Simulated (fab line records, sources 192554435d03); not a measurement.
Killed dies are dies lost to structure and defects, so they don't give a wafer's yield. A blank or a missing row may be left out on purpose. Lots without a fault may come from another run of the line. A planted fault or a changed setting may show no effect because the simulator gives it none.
Split-lot experiment | flow n5_finfet | 7 lots, 21 wafers read, on a route of 1938 steps

THE SPLIT
At N5_WELL_APT_COAT_02 (resist thk 950 nm), the setting spin_rpm was moved away from the recipe's 1357 rpm on 8 of the 21 wafers read, by -5.6% to +5.8%. The other wafers ran this setting at the recipe's value.

The reading is taken at the split's own step.

THE READING
coat_of_WELL_APT_COAT_02.thk_nm (the simulator's own value, which no gauge read), in nm, at N5_WELL_APT_COAT_02 (resist thk 950 nm). The file gives no usual value for it. The 13 wafers here that ran the recipe average 951.2 nm, standard deviation 2.6 nm.

wafer  | tool, chamber at the split | spin_rpm as run, rpm | against the recipe | coat_of_WELL_APT_COAT_02.thk_nm, nm | against lot-mates on the recipe
L075.1 | litho_track-01, 0          | 1428                 | +5.2%              | 925.2                               | -26.4
L075.3 | litho_track-01, 0          | 1428                 | +5.2%              | 923.7                               | -27.9
L075.4 | litho_track-01, 0          | 1357                 | recipe             | 951.6                               | -
L083.1 | litho_track-05, 0          | 1307                 | -3.7%              | 968                                 | +16.8
L083.3 | litho_track-05, 0          | 1357                 | recipe             | 951.4                               | -
L083.4 | litho_track-05, 0          | 1357                 | recipe             | 951                                 | -
L085.1 | litho_track-01, 0          | 1357                 | recipe             | 950                                 | -
L085.3 | litho_track-01, 0          | 1436                 | +5.8%              | 920.5                               | -29.5
L085.4 | litho_track-01, 0          | 1436                 | +5.8%              | 921.1                               | -28.9
L088.1 | litho_track-04, 0          | 1357                 | recipe             | 954.8                               | -
L088.3 | litho_track-04, 0          | 1290                 | -4.9%              | 979.9                               | +25.1
L088.6 | litho_track-04, 0          | 1290                 | -4.9%              | 978                                 | +23.2
L091.1 | litho_track-04, 0          | 1357                 | recipe             | 950.6                               | -
L091.4 | litho_track-04, 0          | 1357                 | recipe             | 951.2                               | -
L091.5 | litho_track-04, 0          | 1357                 | recipe             | 949.6                               | -
L095.3 | litho_track-04, 0          | 1281                 | -5.6%              | 983.7                               | +28.6
L095.4 | litho_track-04, 0          | 1357                 | recipe             | 953.2                               | -
L095.6 | litho_track-04, 0          | 1357                 | recipe             | 957                                 | -
L096.1 | litho_track-01, 0          | 1357                 | recipe             | 950.9                               | -
L096.5 | litho_track-01, 0          | 1357                 | recipe             | 946.9                               | -
L096.6 | litho_track-01, 0          | 1357                 | recipe             | 947.5                               | -

THE FIT
A straight line over all 21 wafers: coat_of_WELL_APT_COAT_02.thk_nm changes by -5.33 nm for each +1% of spin_rpm; r = -0.99; the points scatter about the line by 2.4 nm.
The same after taking each lot's own level away (the mean of its wafers on the recipe; 21 wafers): -5.01 nm for each +1%; r = -1.00; scatter 1.2 nm.
On that fit, the largest move of spin_rpm shifts the reading by 29 nm.
The lots' own levels span 948.43 to 955.10 nm, that is 2.6 times the standard deviation above.
So the lot-to-lot level changes the slope little: the two slopes agree.
Check: with one of the wafers moved furthest among these (+5.8%) left out of the fit, the line predicts -29.4 nm for it against its lot-mates. It came out at -29.5 nm against them.

THE FILE'S OWN FIT
coat_of_WELL_APT_COAT_02.thk_nm changes by -5 nm for each +1% of spin_rpm, r = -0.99.
